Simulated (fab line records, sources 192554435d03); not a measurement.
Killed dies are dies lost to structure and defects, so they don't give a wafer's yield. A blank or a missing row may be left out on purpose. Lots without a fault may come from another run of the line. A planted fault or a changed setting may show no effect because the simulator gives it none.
fab line records | flow n5_finfet
record lots=4 wafers=12 last_day=17
route steps=1938 shown WELL_APT@36 PMOS_HMC_CHANNEL_EPI@57 BEOL_M4@1111 PASSIVATION@1936
lots that met no fault: from a run of the same line without faults
start_h: hours from the record's first day to the start of the lot's first wafer shown | wait_h: hours since the lot's step before | " the same as in the row above | L1.1+2: a row that stands for several wafers | - no value, or no start given | * or withheld: withheld | < > ~ a bound
route shown NAME@n: a module of which the file shows steps, and the number in the route of the first | usual: mean/standard deviation of fault-free wafers | same: alike in all rows | chamber/n: place in a boat | sites: the reading at each site | _std_site: their standard deviation | _edge_site: outer sites' mean less inner sites' | radius_mm: how far each site lies from the wafer's centre | mask NAME#n: copy n | behind: the tool/chamber that last shaped the wafer | hold: why the lot was held/for how many hours/how that ended | device: the transistor (n, p or np) that didn't switch | end of line: the same wafers' tests at the end of the route | a step without rows: its recipe alone | killed: dies lost to structure and defects at the first sort, not the wafer's yield | map: a wafer's dies, x killed, . not, _ none there
set.NAME: the setting as run; set.NAME@STEP: as run at that earlier step | model.NAME: the simulator's own value behind a step, which no gauge read
lots at some steps of the route; a table a step, a row a wafer
services: from which hour (start_h, from the record's first day; less than 0 if before it) a tool's chamber was out of use, for how many hours, and why
## steps
# step N5_WELL_APT_COAT_19
# recipe spin_rpm=1357 resist_thk_nm=950
# step N5_WELL_APT_EBR_21
# recipe solvent=PGMEA ebr_width_mm=1.5
# step N5_WELL_APT_SOFTBAKE_20
# recipe temp_c=130 time_s=60
# step N5_WELL_APT_EXPOSE_22
# recipe mask_id=PWELL na=0.8 source_shape=conventional sigma_outer=0.8 polarization=unpolarized defocus_nm=0 target_cd_nm=200 dose_mj=23.2
# step N5_WELL_APT_PEB_23
# recipe peb_temp_c=130 peb_time_s=90
# step N5_WELL_APT_DEVELOP_24
# recipe develop_time_s=45 rinse_liquid=surfactant_rinse dry=air_spin dev_temp_c=21
# step N5_WELL_APT_HARDBAKE_29
# recipe temp_c=130 time_s=120
# step N5_WELL_APT_DESCUM_30
# recipe chemistry=O2 time_s=7.9 source_power_w=50 bias_power_w=20 pressure_mtorr=20 rf_frequency_hz=2.712e+07 temp_c=40 o2_flow_sccm=225
# step N5_WELL_APT_IMPLANT_31
# recipe species=B energy_kev=60 dose_cm2=1.5e+13 tilt_deg=0 rotation_deg=0
# step N5_WELL_APT_IMPLANT_32
# recipe species=BF2 energy_kev=50 dose_cm2=2e+13 tilt_deg=0 rotation_deg=0
# usual dose_ions_cm2=1.9999e+13/2.1e+10 faraday_current_uA=254/4.4 rotation_deg=0.004/0.022
# columns lot.wafer tool chamber start_h wait_h dose_ions_cm2 faraday_current_uA rotation_deg
L682.4 implanter-01 0 15.42 0.1 1.9999e+13 252 0.011
L682.5 " 0 " " 2.0001e+13 252 0.000
L682.6 " 0 " " 2.0015e+13 251 0.031
L688.1 implanter-01 0 51.89 0.1 1.992e+12 26 0.018
L688.3 " 0 " " 2.039e+12 25 0.004
L688.4 " 0 " " 1.967e+12 26 0.012
L692.2 implanter-01 0 75.88 0.1 1.995e+12 25 -0.005
L692.4 " 0 " " 1.953e+12 26 0.021
L692.5 " 0 " " 1.993e+12 26 0.002
L704.1 implanter-01 0 147.47 0.1 1.998e+13 257 -0.014
L704.3 " 0 " " 2.0018e+13 262 -0.030
L704.5 " 0 " " 1.999e+13 264 -0.008
# step N5_WELL_APT_STRIP_33
# recipe chemistry=SPM time_s=900 temp_c=130 h2so4_h2o2_vol_ratio=4 dry=ipa_marangoni
# step N5_WELL_APT_RTA_34
# recipe temp_c=1000 time_s=10 ambient=N2 idle_temp_c=600 ramp_up_c_per_s=150 ramp_down_c_per_s=60 cool_to_c=600
# step N5_WELL_APT_OXIDE_STRIP_42
# recipe chemistry=dHF dilution=25:1 time_s=45 temp_c=25 target=SiO2 target_depth_a=120
# step N5_WELL_APT_PRECLEAN_36
# recipe chemistry=O3/DIW time_s=45 temp_c=22 o3_ppm=10
# step N5_WELL_APT_PRECLEAN_39
# recipe chemistry=dHF time_s=60 dilution=150:1 temp_c=25
# step N5_WELL_APT_SRD_37
# recipe dry=ipa_marangoni do_ppb=5 time_s=30 temp_c=23 rinse_liquid=diw
# step N5_WELL_APT_EPI_41
# recipe material=Si target_thk_a=500 temp_c=650 precursor=SiH4/H2 pressure_torr=20 time_s=297.7
# step N5_PMOS_HMC_CHANNEL_EPI_HM_DEP_34
# recipe material=SiO2 target_thk_a=360 temp_c=400 precursor=TEOS/O2 pressure_torr=6.5 rf_w=900 teos_flow_sccm=161.4 gas=O2 flow_sccm=2650 time_s=6.9
# step N5_PMOS_HMC_CHANNEL_EPI_COAT_31
# recipe resist=BARC temp_c=205 time_s=60 spin_rpm=1500 resist_thk_nm=66
# step N5_PMOS_HMC_CHANNEL_EPI_COAT_03
# recipe resist=CAR-ArF-block spin_rpm=1500 resist_thk_nm=205
# step N5_PMOS_HMC_CHANNEL_EPI_EBR_05
# recipe solvent=PGMEA ebr_width_mm=1.5
# step N5_PMOS_HMC_CHANNEL_EPI_SOFTBAKE_04
# recipe temp_c=110 time_s=60 resist=CAR-ArF-block
# step N5_PMOS_HMC_CHANNEL_EPI_EXPOSE_06
# recipe mask_id=PMOS_HMC_BLK na=1.35 source_shape=conventional sigma_outer=0.8 polarization=unpolarized target_cd_nm=240 dose_mj=41
# step N5_PMOS_HMC_CHANNEL_EPI_PEB_07
# recipe peb_temp_c=110 peb_time_s=60 resist=CAR-ArF-block
# step N5_PMOS_HMC_CHANNEL_EPI_DEVELOP_08
# recipe develop_time_s=30 developer=TMAH resist=CAR-ArF-block dev_temp_c=23 rinse_liquid=diw dry=air_spin
# step N5_PMOS_HMC_CHANNEL_EPI_DESCUM_14
# recipe chemistry=O2 time_s=7.9 source_power_w=50 bias_power_w=20 pressure_mtorr=20 rf_frequency_hz=2.712e+07 temp_c=40 resist=CAR-ArF-block o2_flow_sccm=225
# step N5_PMOS_HMC_CHANNEL_EPI_ETCH_32
# recipe chemistry=N2/H2 target=BARC stop_on=SiO2 target_depth_a=858 over_etch_frac=0.3 time_s=50.3 ion_energy_ev=200 mask_material=CAR-ArF-block pressure_mtorr=30 source_w=840 bias_w=150 n2_flow_sccm=200 h2_flow_sccm=200
# step N5_PMOS_HMC_CHANNEL_EPI_HM_OPEN_15
# recipe chemistry=CHF3/O2 target=SiO2 mask_material=CAR-ArF-block target_depth_a=406 CHF3_flow_sccm=50 O2_flow_sccm=5 Ar_flow_sccm=200 time_s=20.3 pressure_mtorr=30 source_w=650 bias_w=170 ion_energy_ev=200
# step N5_PMOS_HMC_CHANNEL_EPI_STRIP_33
# recipe chemistry=N2/H2 power_w=500 temp_c=40 pressure_mtorr=50 rf_frequency_hz=6e+07 overash_fraction=0.3 bias_power_w=8 h2_frac=0.5 n2_flow_sccm=300 h2_flow_sccm=300
# step N5_PMOS_HMC_CHANNEL_EPI_STRIP_17
# recipe chemistry=SPM time_s=750 temp_c=130 h2so4_h2o2_vol_ratio=4 dry=ipa_marangoni
# step N5_PMOS_HMC_CHANNEL_EPI_ETCH_38
# recipe chemistry=CF4 target=SiO2 target_depth_a=15 ion_energy_ev=350 pressure_mtorr=10 icp_w=800 bias_w=400 cf4_flow_sccm=80
# step N5_PMOS_HMC_CHANNEL_EPI_FIN_RECESS_16
# recipe chemistry=HBr/Cl2 target=Si mask_material=SiO2 target_depth_a=540 time_s=18 pressure_mtorr=10 icp_w=800 bias_w=75 HBr_flow_sccm=150 Cl2_flow_sccm=80
# step N5_PMOS_HMC_CHANNEL_EPI_PRECLEAN_36
# recipe chemistry=O3/DIW time_s=45 temp_c=22 o3_ppm=10
# step N5_PMOS_HMC_CHANNEL_EPI_PRECLEAN_18
# recipe chemistry=DHF time_s=30 temp_c=25 dilution=withheld
# step N5_PMOS_HMC_CHANNEL_EPI_SRD_19
# recipe dry=ipa_marangoni do_ppb=5 time_s=30 temp_c=23 rinse_liquid=diw
# step N5_BEOL_M4_RC_MEAS_101
# usual CJ_N=4.33/0.081 DIBL_N=36.4/1.5 DIBL_P=36.6/1.9 IOFF_N=0.155/0.021 IOFF_N_85C=3.0/0.35 IOFF_N_LIN=0.072/0.0082 IOFF_P=0.211/0.028 ION_N=671/8.6 ION_P=462/5.8 RS_PWELL=3008/27 SS_N=71.5/0.5 SS_P=73.4/0.58 VT_N=250.1/2.4 VT_P=-250.1/3
# columns lot.wafer tool chamber start_h wait_h CJ_N DIBL_N[mV/V] DIBL_P[mV/V] IOFF_N[nA/um] IOFF_N_85C[nA/um] IOFF_N_LIN[nA/um] IOFF_P[nA/um] ION_N[uA/um] ION_P[uA/um] RS_PWELL[ohm/sq] SS_N[mV/dec] SS_P[mV/dec] VT_N[mV] VT_P[mV]
L682.4 prober-02 0 168.33 0.5 4.20 34.4 33.7 0.124 2.6 0.062 0.178 662 456 3010 71.0 73.0 250.8 -250.5
L682.5 " 0 " " 4.27 37.6 37.7 0.184 3.6 0.084 0.230 690 464 2971 72.1 73.9 249.1 -249.0
L682.6 " 0 " " 4.27 35.3 34.4 0.138 2.8 0.068 0.184 683 464 2978 71.2 72.2 251.8 -250.1
L688.1 prober-02 0 207.70 0.0 1.42 48.1 33.3 0.722 11.1 0.102 0.171 677 460 3195 85.5 72.3 246.8 -255.3
L688.3 " 0 " " 1.41 51.9 35.3 1.152 16.3 0.131 0.204 689 466 3169 88.5 73.1 245.2 -248.9
L688.4 " 0 " " 1.43 65.2 37.4 3.306 39.5 0.214 0.223 689 462 3191 100.5 73.7 243.8 -249.3
L692.2 prober-02 0 230.85 0.2 1.39 47.4 35.9 0.770 11.8 0.113 0.204 681 470 3225 85.0 72.7 248.1 -250.4
L692.4 " 0 " " 1.40 55.8 35.1 1.777 23.8 0.153 0.204 688 459 3188 95.9 72.4 247.5 -249.0
L692.5 " 0 " " 1.40 47.2 33.9 0.784 12.1 0.108 0.194 682 463 3205 85.7 72.2 250.6 -251.4
L704.1 prober-01 0 297.26 0.0 4.22 35.2 35.6 0.151 2.9 0.069 0.193 671 461 2972 72.0 72.9 250.0 -251.9
L704.3 " 0 " " 4.30 34.2 34.3 0.145 2.9 0.067 0.181 672 460 2998 71.6 72.7 252.7 -252.8
L704.5 " 0 " " 4.30 33.5 33.9 0.131 2.6 0.061 0.171 664 457 2999 71.2 72.7 252.5 -252.1
# step N5_PASSIVATION_PROBE_49
# usual defect_limited_yield=91.5/1.4 killed_at_M0_to_M3=33/10 killed_at_M4_up=13/5 killed_at_contacts=13/5.6 killed_at_front_end=38/12 killed_at_other=3.9/2.7 killed_dies=100/16 killed_open=66/13 killed_short=32/7.2 sort_bin_4_leakage=0/0 sort_bin_5_function=5.0/0.97 sort_bin_6_memory=3.2/0.61 sort_n_pass=1080/16 sort_yield_pct=91.5/1.4
# same gross_dies=1180 killed_at_back_side=0 sort_bin_8_speed[%]=0
# columns lot.wafer tool chamber start_h wait_h defect_limited_yield[%] killed_at_M0_to_M3 killed_at_M4_up killed_at_contacts killed_at_front_end killed_at_other killed_dies killed_open killed_short sort_bin_4_leakage[%] sort_bin_5_function[%] sort_bin_6_memory[%] sort_n_pass sort_yield_pct[%]
L688.1 prober-01 - 309.56 0.0 93.1 33 9 13 24 2 81 54 26 92.29 3.7 3.0 10 0.8
L688.3 prober-01 - 309.66 0.1 92.2 35 6 15 34 2 92 53 39 92.20 4.2 3.3 0 0
L688.4 prober-01 - 309.71 0.2 93.6 18 13 10 30 4 75 50 25 93.64 3.6 2.6 0 0
L692.2 prober-02 - 327.17 0.1 92.9 28 12 9 33 2 84 56 28 92.37 4.5 2.4 6 0.5
L692.4 prober-02 - 327.27 0.2 92.5 12 16 18 41 1 88 58 29 92.54 4.6 2.7 0 0
L692.5 prober-02 - 327.32 0.2 90.1 39 16 16 42 4 117 77 37 89.49 4.8 4.6 7 0.6
L704.1 prober-01 - 400.67 0.0 91.6 31 10 19 37 2 99 62 36 0 4.6 3.4 1081 91.6
L704.3 prober-01 - 400.77 0.1 89.1 40 24 17 46 2 129 88 36 0 5.8 4.2 1051 89.1
L704.5 prober-01 - 400.87 0.2 90.1 38 10 16 49 4 117 84 33 0 6.0 3.6 1063 90.1
# killed by level:class
L688.1 MOL_CONTACT_COAG:geometric_particle:open=12 BEOL_M2:geometric_particle:open=12 BEOL_M1:geometric_particle:open=8 BEOL_M0_SAQP:geometric_particle:short=7 FIN_SAQP:geometric_particle:short=5 STI_FIN_REVEAL:geometric_particle:open=4 FIN_SAQP:geometric_particle:open=3 DUMMY_GATE:geometric_particle:open=2
L688.3 MOL_CONTACT_COAG:geometric_particle:open=11 FIN_SAQP:geometric_particle:short=9 BEOL_M1:geometric_particle:open=9 FIN_SAQP:geometric_particle:open=8 BEOL_M0_SAQP:geometric_particle:short=6 STARTING-WAFER:geometric_particle:short=6 BEOL_M2:geometric_particle:open=5 DUMMY_GATE:geometric_particle:short=5
L688.4 MOL_CONTACT_COAG:geometric_particle:open=9 FIN_SAQP:geometric_particle:short=7 BEOL_M0_SAQP:geometric_particle:short=6 BEOL_M0_SAQP:geometric_particle:open=6 GATE_CUT:geometric_particle:short=5 BEOL_M4:geometric_particle:open=5 STI_FIN_REVEAL:geometric_particle:open=4 FIN_SAQP:geometric_particle:open=3
L692.2 FIN_SAQP:geometric_particle:open=7 BEOL_M0_SAQP:geometric_particle:open=7 STI_FIN_REVEAL:geometric_particle:open=6 MOL_CONTACT_COAG:geometric_particle:open=6 BEOL_M3:geometric_particle:open=5 BEOL_M4:geometric_particle:open=5 BEOL_M1:geometric_particle:open=4 BEOL_M5:geometric_particle:open=4
L692.4 MOL_CONTACT_COAG:geometric_particle:open=14 STI_FIN_REVEAL:geometric_particle:open=9 BEOL_M5:geometric_particle:open=7 FIN_SAQP:geometric_particle:short=6 BEOL_M1:geometric_particle:open=5 STARTING-WAFER:geometric_particle:open=5 FIN_SAQP:geometric_particle:open=4 GATE_CUT:geometric_particle:short=4
L692.5 MOL_CONTACT_COAG:geometric_particle:open=12 BEOL_M1:geometric_particle:open=11 STI_FIN_REVEAL:geometric_particle:open=8 FIN_SAQP:geometric_particle:short=7 BEOL_M0_SAQP:geometric_particle:short=7 BEOL_M3:geometric_particle:open=7 BEOL_M0_SAQP:geometric_particle:open=6 GATE_CUT:geometric_particle:open=5
L704.1 MOL_CONTACT_COAG:geometric_particle:open=17 FIN_SAQP:geometric_particle:short=11 BEOL_M0_SAQP:geometric_particle:open=11 BEOL_M3:geometric_particle:open=7 GATE_CUT:geometric_particle:short=6 STI_FIN_REVEAL:geometric_particle:open=5 FIN_SAQP:geometric_particle:open=4 BEOL_M1:geometric_particle:open=4
L704.3 MOL_CONTACT_COAG:geometric_particle:open=15 BEOL_M4:geometric_particle:open=15 FIN_SAQP:geometric_particle:open=13 BEOL_M3:geometric_particle:open=12 STI_FIN_REVEAL:geometric_particle:open=8 BEOL_M0_SAQP:geometric_particle:short=7 BEOL_M1:geometric_particle:open=7 BEOL_M0_SAQP:geometric_particle:open=6
L704.5 MOL_CONTACT_COAG:geometric_particle:open=13 FIN_SAQP:geometric_particle:open=12 STI_FIN_REVEAL:geometric_particle:open=10 BEOL_M3:geometric_particle:open=10 BEOL_M0_SAQP:geometric_particle:open=9 FIN_SAQP:geometric_particle:short=8 BEOL_M2:geometric_particle:open=8 DUMMY_GATE:geometric_particle:open=5
# map L688.3 (x killed, . not)
_________________........x...________________
______________...x............x._____________
___________.................x......__________
__________..x........x............x._________
________.x............x...x....x......_______
_______.xx.x..........xx...............______
______.................................._____
_____x..............x..........x.......x.____
____..........................x...........___
___.................xx.........x.......x.x.__
___........x...............................__
__..............x..........................x_
__......x....x..x................x.........._
_x........x..........x....xx.....x...........
_xx........x..........................x......
_..............x...........x..x..............
_.....................xx..x....x.............
_...x....x...........x.......x...............
_......x............x........................
_.......................x.........x...x......
_..........x.......................x........x
__.......x.................................._
__..................................x......._
___......x......x..x.....................x.__
___................x......x...........x...x__
____.................................x....___
_____...x............x...x....x..........____
______........x.............x..........._____
_______......x....x.x..................______
________.........................x...._______
__________......xx.................._________
___________........................__________
______________.......x......x..._____________
_________________xxx..x..x...________________
# map L692.5 (x killed, . not)
_________________............________________
______________..............x..._____________
___________........................__________
__________x.x....x.................._________
________...........x.....xx...x......._______
_______....x...........................______
______......x...........xx..x..........._____
_____..............x....x.x..............____
____.................x....................___
___.............x.............x.x..........__
___....................x...................__
__.........................................._
__..............x.x......x.xx.x..x...x......_
_.......xx.x.......x.......x.................
_.......x.............x.......x.......x.x....
_.......................x............x....x..
_......x.x..x...x..x....x....x.x.............
_xx................x..x...x..x.........xx....
_........xx..x..............x.............x..
_......xx........xx.......x....x............x
_......x.......x...x....xxx.x....x.x.........
__.......x...................x........x....._
__x...x..x..x.......x......................._
___..x...xxx...x.........................x.__
___..x...................x.x.....xx........__
____........x.x................xxx........___
_____.........x.........x.......x.x..x...____
______...............x.x......x........._____
_______................................______
________......x......................._______
__________......x..............x...._________
___________.....x....xx............__________
______________.................._____________
_________________............________________
## services
# columns tool chamber start_h hours kind
implanter-01 - 24.44 4.4 repair
implanter-01 - 53.96 7.5 pm
## key
first_sign step=N5_WELL_APT_IMPLANT_32 reading=dose_ions_cm2 direction=down sigmas=99+ usual=1.9999e+13 struck=1.99e+12
effect step=N5_WELL_APT_IMPLANT_32 reading=faraday_current_uA direction=down sigmas=52 usual=254 struck=25
effect step=N5_BEOL_M4_RC_MEAS_101 reading=IOFF_N direction=up sigmas=59 usual=0.155 struck=1.418
effect step=N5_BEOL_M4_RC_MEAS_101 reading=IOFF_N_85C direction=up sigmas=46 usual=3.0 struck=19.1
effect step=N5_BEOL_M4_RC_MEAS_101 reading=SS_N direction=up sigmas=38 usual=71.5 struck=90.2
effect step=N5_BEOL_M4_RC_MEAS_101 reading=CJ_N direction=down sigmas=36 usual=4.33 struck=1.41
effect step=N5_BEOL_M4_RC_MEAS_101 reading=DIBL_N direction=up sigmas=11 usual=36.4 struck=52.6
effect step=N5_BEOL_M4_RC_MEAS_101 reading=IOFF_N_LIN direction=up sigmas=7.9 usual=0.072 struck=0.137
effect step=N5_BEOL_M4_RC_MEAS_101 reading=RS_PWELL direction=up sigmas=6.9 usual=3008 struck=3195
effect step=N5_BEOL_M4_RC_MEAS_101 reading=ION_N direction=up sigmas=1.5 usual=671 struck=684
effect step=N5_PASSIVATION_PROBE_49 reading=sort_bin_4_leakage direction=up sigmas=99+ usual=0 struck=92.09
met_at N5_WELL_APT_IMPLANT_32
struck_wafers L688.1,L688.3,L688.4,L692.2,L692.4,L692.5
onset_between 15.42 51.89
fault kind=process_parameter_drift tool=implanter-01 chamber=- onset_h=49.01 steps=N5_WELL_APT_IMPLANT_32 channel=dose_cm2 offset=-1.8e+13 shape=step end_h=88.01 acts_in=these_recipes_only stated=2e+13
